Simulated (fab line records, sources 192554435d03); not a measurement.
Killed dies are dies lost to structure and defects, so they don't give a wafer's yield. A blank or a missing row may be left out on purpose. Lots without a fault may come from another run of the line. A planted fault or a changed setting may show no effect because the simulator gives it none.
fab line records | flow n5_finfet
record lots=7 wafers=39
route steps=1938 shown DUMMY_GATE@215 HKMG_FIN@435
start_h: hours from the record's first day to the start of the lot's first wafer shown | wait_h: hours since the lot's step before | " the same as in the row above | L1.1+2: a row that stands for several wafers | - no value, or no start given | * or withheld: withheld | < > ~ a bound
route shown NAME@n: a module of which the file shows steps, and the number in the route of the first | usual: mean/standard deviation of fault-free wafers | same: alike in all rows | chamber/n: place in a boat | sites: the reading at each site | _std_site: their standard deviation | _edge_site: outer sites' mean less inner sites' | radius_mm: how far each site lies from the wafer's centre | mask NAME#n: copy n | behind: the tool/chamber that last shaped the wafer | hold: why the lot was held/for how many hours/how that ended | device: the transistor (n, p or np) that didn't switch | end of line: the same wafers' tests at the end of the route | a step without rows: its recipe alone | killed: dies lost to structure and defects at the first sort, not the wafer's yield | map: a wafer's dies, x killed, . not, _ none there
set.NAME: the setting as run; set.NAME@STEP: as run at that earlier step | model.NAME: the simulator's own value behind a step, which no gauge read
lots whose settings were changed on purpose; a table a step, a row a wafer
## steps
# step N5_DUMMY_GATE_CVD_03
# recipe material=a-Si target_thk_a=1500 temp_c=530 precursor=SiH4 time_s=8042
# columns lot.wafer tool chamber start_h wait_h set.temp_c model.a-Si_of_DUMMY_GATE_CVD_03.thk_nm
L076.1 - - - 0.1 530 151.8
L076.2 " - " " 530 151.6
L076.3+4 " - " " 530 150.6
L076.5 " - " " 530 151
L076.6 " - " " 530 150.8
L077.1 lpcvd-01 1/65 56.76 0.1 530 150.4
L077.4 " 1/79 " " 530 149
L077.6 " 1/89 " " 530 149.8
L079.1 - - - 0.1 544.8 226.4
L079.2 " - " " 544.8 227.6
L079.3+6 " - " " 544.8 226
L079.4+5 " - " " 544.8 226.2
L080.1 - - - 0.1 518.2 106
L080.2 " - " " 518.2 107.6
L080.3+6 " - " " 518.2 106.4
L080.4 " - " " 518.2 108.6
L080.5 " - " " 518.2 107.4
L083.1 - - - 0.1 542.6 214
L083.2 " - " " 542.6 212.8
L083.3+4 " - " " 542.6 213.6
L083.5 " - " " 542.6 215
L083.6 " - " " 542.6 213.4
L085.1 - - - 0.1 509.6 81.2
L085.2 " - " " 509.6 83.2
L085.3 " - " " 509.6 83.6
L085.4 " - " " 509.6 82.8
L085.5 " - " " 509.6 82.6
L085.6 " - " " 509.6 81.6
L091.1 - - - 0.1 530 151
L091.2 " - " " 530 150.2
L091.3 " - " " 530 149.4
L091.4 " - " " 530 150
L091.5 " - " " 530 148.8
L091.6 " - " " 530 150.8
# step N5_DUMMY_GATE_EXPOSE_12
# recipe mask_id=GATE na=0.33 source_shape=annular sigma_inner=0.2 sigma_outer=0.6 polarization=unpolarized target_cd_nm=25 dose_mj=34
# columns lot.wafer tool chamber start_h wait_h mask set.dose_mj
L076.1+4+5 euv_scanner-02 0 60.14 - GATE#0 32.11
L076.2+3+6 " 0 " " GATE#0 34
L077.1+4+6 euv_scanner-02 0 66.74 - GATE#0 34
L079.1+2+6 euv_scanner-01 0 77.23 - GATE#0 34
L079.3+4+5 " 0 " " GATE#0 36.33
L080.1+3+6 euv_scanner-01 0 81.62 - GATE#0 34
L080.2+4+5 " 0 " " GATE#0 31.5
L083.1+2+6 euv_scanner-02 0 100.50 - GATE#0 32.52
L083.3+4+5 " 0 " " GATE#0 34
L085.1+3+6 euv_scanner-02 0 114.18 - GATE#0 36.35
L085.2+4+5 " 0 " " GATE#0 34
L091.1+5+6 euv_scanner-02 0 147.05 - GATE#0 34
L091.2+3+4 " 0 " " GATE#0 32.01
# step N5_DUMMY_GATE_PEB_13
# recipe peb_temp_c=100 peb_time_s=60 resist=CAR-EUV
# step N5_DUMMY_GATE_DEVELOP_14
# recipe develop_time_s=30 developer=TMAH resist=CAR-EUV rinse_liquid=surfactant_rinse dry=air_spin dev_temp_c=23
# step N5_DUMMY_GATE_CD_MEAS_15
# recipe target_cd_nm=25.8 landing_energy_ev=500 detector=se_inlens
# usual cd_nm=24.92/0.24
# columns lot.wafer tool chamber start_h wait_h set.dose_mj@DUMMY_GATE_EXPOSE_12 cd_nm
L076.1 cd_sem-03 0 60.27 - 32.11 25.98
L076.2 " 0 " " 34 25.31
L076.3 " 0 " " 34 24.73
L076.4 " 0 " " 32.11 26.02
L076.5 " 0 " " 32.11 25.95
L076.6 " 0 " " 34 24.81
L077.1 cd_sem-01 0 66.86 - 34 24.89
L077.4 " 0 " " 34 24.62
L077.6 " 0 " " 34 24.58
L079.1 cd_sem-02 0 77.35 - 34 24.63
L079.2 " 0 " " 34 24.71
L079.3 " 0 " " 36.33 23.59
L079.4 " 0 " " 36.33 24.18
L079.5 " 0 " " 36.33 23.71
L079.6 " 0 " " 34 24.56
L080.1 cd_sem-02 0 81.74 - 34 25.43
L080.2 " 0 " " 31.5 26.40
L080.3 " 0 " " 34 25.18
L080.4 " 0 " " 31.5 26.55
L080.5 " 0 " " 31.5 26.59
L080.6 " 0 " " 34 24.82
L083.1 cd_sem-03 0 100.63 - 32.52 25.76
L083.2 " 0 " " 32.52 25.86
L083.3 " 0 " " 34 24.98
L083.4 " 0 " " 34 24.53
L083.5 " 0 " " 34 24.95
L083.6 " 0 " " 32.52 25.50
L085.1 cd_sem-03 0 114.31 - 36.35 24.06
L085.2 " 0 " " 34 25.47
L085.3 " 0 " " 36.35 23.87
L085.4 " 0 " " 34 24.89
L085.5 " 0 " " 34 24.60
L085.6 " 0 " " 36.35 23.32
L091.1 cd_sem-01 0 147.18 - 34 25.22
L091.2 " 0 " " 32.01 26.09
L091.3 " 0 " " 32.01 26.03
L091.4 " 0 " " 32.01 26.03
L091.5 " 0 " " 34 25.08
L091.6 " 0 " " 34 24.94
# step N5_DUMMY_GATE_STRIP_38
# recipe chemistry=N2/H2 temp_c=40 n2_flow_sccm=200 h2_flow_sccm=200 rf_frequency_hz=6e+07
# step N5_DUMMY_GATE_STRIP_39
# recipe chemistry=N2/H2 temp_c=40 n2_flow_sccm=200 h2_flow_sccm=200 rf_frequency_hz=6e+07
# step N5_DUMMY_GATE_TRIM_49
# recipe chemistry=O2 resist=SOC time_s=29 target_cd_nm=14 source_power_w=300 bias_power_w=0 O2_flow_sccm=100 temp_c=20
# columns lot.wafer tool chamber start_h wait_h set.dose_mj@DUMMY_GATE_EXPOSE_12 model.DUMMY_GATE.cd_nm
L076.1 rie_si-06 1 60.75 0.0 32.11 14.6
L076.2 " 2 " " 34 14.6
L076.3+6 " 0,1 " " 34 13.8
L076.4+5 " 2,0 " " 32.11 15.2
L077.1+4 rie_si-01 2,0 67.25 0.0 34 14.4
L077.6 " 1 " " 34 14.2
L079.1 rie_si-06 1 77.85 0.0 34 13.6
L079.2+6 " 0,1 " " 34 13.4
L079.3+4+5 " 2,3,2 " " 36.33 12.6
L080.1 rie_si-06 3 82.10 0.0 34 14.2
L080.2 " 2 " " 31.5 15.6
L080.3 " 0 " " 34 13.8
L080.4 " 3 " " 31.5 15.4
L080.5 " 0 " " 31.5 15
L080.6 " 2 " " 34 14.6
L083.1+2 rie_si-01 3,1 101.07 0.0 32.52 14.6
L083.3+4 " 2,0 " " 34 14
L083.5 " 2 " " 34 13.8
L083.6 " 1 " " 32.52 14.4
L085.1 rie_si-06 3 114.67 0.0 36.35 13.2
L085.2 " 2 " " 34 14.6
L085.3 " 0 " " 36.35 12.8
L085.4+5 " 1,2 " " 34 14.4
L085.6 " 1 " " 36.35 13
L091.1 rie_si-06 0 147.54 0.0 34 13.6
L091.2 " 2 " " 32.01 15.2
L091.3 " 1 " " 32.01 14.8
L091.4 " 3 " " 32.01 15.4
L091.5+6 " 3,2 " " 34 14
# step N5_DUMMY_GATE_STRIP_40
# recipe chemistry=CF4 resist=SiARC power_w=300 bias_power_w=75 pressure_mtorr=50 cf4_flow_sccm=150 rf_frequency_hz=6e+07
# step N5_DUMMY_GATE_CD_MEAS_50
# recipe target_cd_nm=14
# usual cd_nm=14.0/0.42
# columns lot.wafer tool chamber start_h wait_h set.dose_mj@DUMMY_GATE_EXPOSE_12 cd_nm
L076.1 cd_sem-02 - 60.89 0.0 32.11 14.9
L076.2 " - " " 34 14.6
L076.3 " - " " 34 13.8
L076.4 " - " " 32.11 15.4
L076.5 " - " " 32.11 15.2
L076.6 " - " " 34 13.7
L077.1 cd_sem-03 - 67.40 0.0 34 14.7
L077.4 " - " " 34 14.3
L077.6 " - " " 34 14.0
L079.1 cd_sem-03 - 77.99 0.0 34 13.8
L079.2 " - " " 34 13.4
L079.3 " - " " 36.33 12.9
L079.4 " - " " 36.33 13.1
L079.5 " - " " 36.33 12.6
L079.6 " - " " 34 13.4
L080.1 cd_sem-03 - 82.25 0.0 34 13.9
L080.2 " - " " 31.5 15.8
L080.3 " - " " 34 14.2
L080.4 " - " " 31.5 15.6
L080.5 " - " " 31.5 14.9
L080.6 " - " " 34 14.8
L083.1 cd_sem-01 - 101.22 0.0 32.52 14.2
L083.2 " - " " 32.52 14.7
L083.3 " - " " 34 14.2
L083.4 " - " " 34 14.1
L083.5 " - " " 34 13.8
L083.6 " - " " 32.52 14.8
L085.1 cd_sem-02 - 114.82 0.0 36.35 13.2
L085.2 " - " " 34 14.5
L085.3 " - " " 36.35 12.7
L085.4 " - " " 34 14.3
L085.5 " - " " 34 14.0
L085.6 " - " " 36.35 12.8
L091.1 cd_sem-01 - 147.69 0.0 34 13.8
L091.2 " - " " 32.01 15.3
L091.3 " - " " 32.01 14.9
L091.4 " - " " 32.01 15.1
L091.5 " - " " 34 13.8
L091.6 " - " " 34 14.1
# step N5_DUMMY_GATE_ETCH_31
# recipe chemistry=C4F6/O2 target=SiO2 mask_material=SOC target_depth_a=825 time_s=27.5 ion_energy_ev=250 pressure_mtorr=30 source_w=345 bias_w=185 Ar_flow_sccm=300 C4F6_flow_sccm=10 O2_flow_sccm=10
# step N5_DUMMY_GATE_STRIP_41
# recipe chemistry=O2 power_w=400 temp_c=40 pressure_mtorr=30 rf_frequency_hz=6e+07 bias_power_w=0 overash_fraction=0.3 o2_flow_sccm=225
# step N5_DUMMY_GATE_ETCH_32
# recipe chemistry=CF4 target=SiO2 target_depth_a=35 time_s=3.9 ion_energy_ev=350 pressure_mtorr=10 icp_w=800 bias_w=400 cf4_flow_sccm=80
# step N5_DUMMY_GATE_ETCH_23
# recipe chemistry=HBr/Cl2/O2 HBr_flow_sccm=150 Cl2_flow_sccm=80 O2_flow_sccm=12 bias_w=102 target_depth_a=410 time_s=22.3 target=poly-Si mask_material=SiO2 pressure_mtorr=10 icp_w=800
# step N5_DUMMY_GATE_ETCH_44
# recipe chemistry=HBr/O2 over_etch_frac=0.7 target_depth_a=1275 stop_on=SiO2 ion_energy_ev=60 bias_w=20 target=poly-Si mask_material=SiO2 pressure_mtorr=20 icp_w=400 HBr_flow_sccm=120 O2_flow_sccm=10
# columns lot.wafer tool chamber start_h wait_h set.dose_mj@DUMMY_GATE_EXPOSE_12 model.DUMMY_GATE.cd_nm
L076.1 rie_si-01 0 61.41 0.0 32.11 15.6
L076.2 " 2 " " 34 15.6
L076.3 " 1 " " 34 14.6
L076.4+5 " 3 " " 32.11 16.2
L076.6 " 0 " " 34 14.8
L077.1+4 rie_si-06 3,0 67.78 0.0 34 15.4
L077.6 " 0 " " 34 15
L079.1+2 rie_si-01 0,2 78.57 0.0 34 14.6
L079.3+4+5 " 3,1,1 " " 36.33 13.6
L079.6 " 0 " " 34 14.4
L080.1 rie_si-06 0 82.63 0.0 34 15
L080.2 " 2 " " 31.5 16.6
L080.3 " 3 " " 34 14.8
L080.4 " 2 " " 31.5 16.4
L080.5 " 3 " " 31.5 16
L080.6 " 0 " " 34 15.4
L083.1+2+6 rie_si-06 3,1,2 101.60 0.0 32.52 15.6
L083.3 " 2 " " 34 14.6
L083.4 " 0 " " 34 14.8
L083.5 " 3 " " 34 15
L085.1 rie_si-01 3 115.20 0.0 36.35 14
L085.2+5 " 0 " " 34 15.4
L085.3+6 " 1 " " 36.35 13.6
L085.4 " 2 " " 34 15.2
L091.1 rie_si-01 3 148.07 0.0 34 14.4
L091.2 " 2 " " 32.01 16
L091.3 " 1 " " 32.01 15.8
L091.4 " 0 " " 32.01 16.2
L091.5 " 0 " " 34 15
L091.6 " 3 " " 34 14.8
# step N5_DUMMY_GATE_CD_MEAS_24
# recipe target_cd_nm=15
# usual cd_nm=15.0/0.43
# columns lot.wafer tool chamber start_h wait_h set.dose_mj@DUMMY_GATE_EXPOSE_12 cd_nm
L076.1 cd_sem-03 - 61.52 0.1 32.11 15.4
L076.2 " - " " 34 15.7
L076.3 " - " " 34 14.7
L076.4 " - " " 32.11 16.1
L076.5 " - " " 32.11 16.1
L076.6 " - " " 34 14.4
L077.1 cd_sem-01 - 67.89 0.1 34 15.7
L077.4 " - " " 34 15.3
L077.6 " - " " 34 15.1
L079.1 cd_sem-02 - 78.68 0.1 34 15.0
L079.2 " - " " 34 14.7
L079.3 " - " " 36.33 14.0
L079.4 " - " " 36.33 14.0
L079.5 " - " " 36.33 13.5
L079.6 " - " " 34 14.3
L080.1 cd_sem-01 - 82.74 0.1 34 15.0
L080.2 " - " " 31.5 16.6
L080.3 " - " " 34 14.8
L080.4 " - " " 31.5 16.3
L080.5 " - " " 31.5 16.3
L080.6 " - " " 34 15.6
L083.1 cd_sem-01 - 101.71 0.1 32.52 15.6
L083.2 " - " " 32.52 15.3
L083.3 " - " " 34 14.5
L083.4 " - " " 34 14.8
L083.5 " - " " 34 14.8
L083.6 " - " " 32.52 15.4
L085.1 cd_sem-02 - 115.31 0.1 36.35 14.1
L085.2 " - " " 34 15.4
L085.3 " - " " 36.35 13.8
L085.4 " - " " 34 15.6
L085.5 " - " " 34 15.2
L085.6 " - " " 36.35 13.3
L091.1 cd_sem-01 - 148.18 0.1 34 14.6
L091.2 " - " " 32.01 16.1
L091.3 " - " " 32.01 15.6
L091.4 " - " " 32.01 16.5
L091.5 " - " " 34 14.9
L091.6 " - " " 34 15.0
# step N5_DUMMY_GATE_ETCH_42
# recipe chemistry=CHF3/O2 target=SiO2 target_depth_a=35 time_s=31 ion_energy_ev=30 bias_w=12 pressure_mtorr=30 source_w=600 Ar_flow_sccm=200 CHF3_flow_sccm=50 O2_flow_sccm=5
# usual rf_vpp_V=42.7/0.96
# columns lot.wafer tool chamber start_h wait_h set.bias_w set.dose_mj@DUMMY_GATE_EXPOSE_12 rf_vpp_V model.DUMMY_GATE.cd_nm
L076.1 rie_diel-06 3 61.57 0.0 9.93 32.11 37.3 15.6
L076.2 " 0 " " 12 34 41.5 15.4
L076.3 " 1 " " 12 34 42.5 14.6
L076.4 " 2 " " 12 32.11 42.9 16.2
L076.5 " 2 " " 9.93 32.11 38.1 16.2
L076.6 " 3 " " 9.93 34 37.5 14.8
L077.1 rie_diel-06 0 67.94 0.0 12 34 42.4 15.4
L077.4 " 1 " " 12 34 43.5 15.4
L077.6 " 0 " " 12 34 42.0 15
L079.1 rie_diel-06 2 78.78 0.1 10.03 34 37.6 14.6
L079.2 " 0 " " 12 34 42.2 14.4
L079.3 " 1 " " 10.03 36.33 39.2 13.6
L079.4 " 3 " " 12 36.33 42.0 13.8
L079.5 " 0 " " 12 36.33 44.2 13.6
L079.6 " 1 " " 10.03 34 37.5 14.2
L080.1 rie_diel-06 2 82.86 0.1 12 34 42.6 15
L080.2 " 1 " " 12 31.5 43.5 16.6
L080.3 " 0 " " 12 34 43.7 14.8
L080.4 " 3 " " 12 31.5 42.9 16.4
L080.5 " 2 " " 12 31.5 42.5 16
L080.6 " 1 " " 12 34 44.1 15.4
L083.1 rie_diel-02 1 101.76 0.0 12 32.52 40.7 15.6
L083.2 " 3 " " 14.07 32.52 47.7 15.4
L083.3 " 0 " " 12 34 44.7 14.6
L083.4 " 2 " " 14.07 34 49.1 14.8
L083.5 " 3 " " 14.07 34 47.6 15
L083.6 " 2 " " 12 32.52 41.5 15.6
L085.1 rie_diel-06 1 115.36 0.0 12 36.35 42.7 14
L085.2 " 0 " " 12 34 43.2 15.4
L085.3 " 3 " " 12 36.35 41.6 13.6
L085.4 " 2 " " 12 34 43.6 15.4
L085.5 " 0 " " 12 34 43.1 15.4
L085.6 " 1 " " 12 36.35 43.0 13.6
L091.1 rie_diel-06 2 148.23 0.0 13.32 34 47.1 14.6
L091.2 " 0 " " 12 32.01 43.0 16.2
L091.3 " 1 " " 12 32.01 42.7 15.8
L091.4 " 3 " " 13.32 32.01 44.3 16.4
L091.5 " 3 " " 13.32 34 46.6 15
L091.6 " 0 " " 12 34 43.6 14.8
# step N5_HKMG_FIN_ETCH_32
# recipe chemistry=N2/H2 target=SOC target_depth_a=2400 temp_c=40 time_s=300 ion_energy_ev=200 mask_material=SiARC pressure_mtorr=30 source_w=840 bias_w=150 n2_flow_sccm=200 h2_flow_sccm=200
# usual rf_vpp_V=524.1/3
# columns lot.wafer tool chamber start_h wait_h set.bias_w rf_vpp_V model.SiARC_of_HKMG_FIN_COAT_30.thk_nm
L076.1 rie_diel-03 3 89.06 0.0 150 530.1 22.4
L076.2 " 1 " " 170.4 573.9 18.4
L076.3 " 2 " " 150 520.3 21
L076.4 " 0 " " 150 521.7 21
L076.5 " 0 " " 170.4 564.9 18.6
L076.6 " 1 " " 170.4 572.8 18.4
L077.1 rie_diel-03 0 95.63 0.0 150 522.7 20.8
L077.4 " 2 " " 150 523.1 20.8
L077.6 " 2 " " 150 521.9 21
L079.1 rie_diel-01 3 110.14 0.0 150 525.9 21
L079.2 " 1 " " 150 526.7 21.4
L079.3 " 0 " " 150 523.8 21.6
L079.4 " 2 " " 150 519.3 21.8
L079.5 " 3 " " 150 524.6 21.2
L079.6 " 2 " " 150 519.2 21.6
L080.1 rie_diel-03 0 114.35 0.0 123.6 461.7 24.2
L080.2 " 1 " " 123.6 466.9 24
L080.3 " 2 " " 150 521.6 21
L080.4 " 3 " " 150 528.8 22.2
L080.5 " 1 " " 150 528.3 20.6
L080.6 " 2 " " 123.6 462.4 24.2
L083.1 rie_diel-01 3 131.44 0.0 142.2 508.1 21.8
L083.2 " 1 " " 142.2 507.9 22.2
L083.3 " 2 " " 142.2 501.2 22.4
L083.4 " 2 " " 150 520.2 21.6
L083.5 " 3 " " 150 525.8 21
L083.6 " 1 " " 150 525.5 21.2
L085.1 rie_diel-03 2 143.67 0.0 150 522.2 20.8
L085.2 " 0 " " 150 520.2 20.8
L085.3 " 3 " " 150 528.6 21.8
L085.4 " 3 " " 150 526.2 21.8
L085.5 " 2 " " 150 520.8 20.8
L085.6 " 0 " " 150 523.0 20.8
L091.1 rie_diel-01 1 176.23 0.0 150 525.6 21
L091.2 " 0 " " 150 520.9 21
L091.3 " 3 " " 150 526.7 21
L091.4 " 2 " " 150 518.8 21.4
L091.5 " 3 " " 150 526.1 21
L091.6 " 0 " " 150 522.1 21
## key
split step=N5_DUMMY_GATE_CVD_03 setting=temp_c stated=530 by=lot
response step=N5_DUMMY_GATE_CVD_03 reading=model.a-Si_of_DUMMY_GATE_CVD_03.thk_nm change=+21.9 per=1% r=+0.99
split step=N5_DUMMY_GATE_EXPOSE_12 setting=dose_mj stated=34 by=wafer
response step=N5_DUMMY_GATE_CD_MEAS_15 reading=cd_nm change=-0.169 per=1% r=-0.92
response step=N5_DUMMY_GATE_TRIM_49 reading=model.DUMMY_GATE.cd_nm change=-0.17 per=1% r=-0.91
response step=N5_DUMMY_GATE_CD_MEAS_50 reading=cd_nm change=-0.163 per=1% r=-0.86
response step=N5_DUMMY_GATE_ETCH_44 reading=model.DUMMY_GATE.cd_nm change=-0.186 per=1% r=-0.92
response step=N5_DUMMY_GATE_CD_MEAS_24 reading=cd_nm change=-0.181 per=1% r=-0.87
response step=N5_DUMMY_GATE_ETCH_42 reading=model.DUMMY_GATE.cd_nm change=-0.184 per=1% r=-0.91
split step=N5_DUMMY_GATE_ETCH_42 setting=bias_w stated=12 by=wafer
response step=N5_DUMMY_GATE_ETCH_42 reading=rf_vpp_V change=+0.296 per=1% r=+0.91
split step=N5_HKMG_FIN_ETCH_32 setting=bias_w stated=150 by=wafer
response step=N5_HKMG_FIN_ETCH_32 reading=rf_vpp_V change=+3.5 per=1% r=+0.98
response step=N5_HKMG_FIN_ETCH_32 reading=model.SiARC_of_HKMG_FIN_COAT_30.thk_nm change=-0.184 per=1% r=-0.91
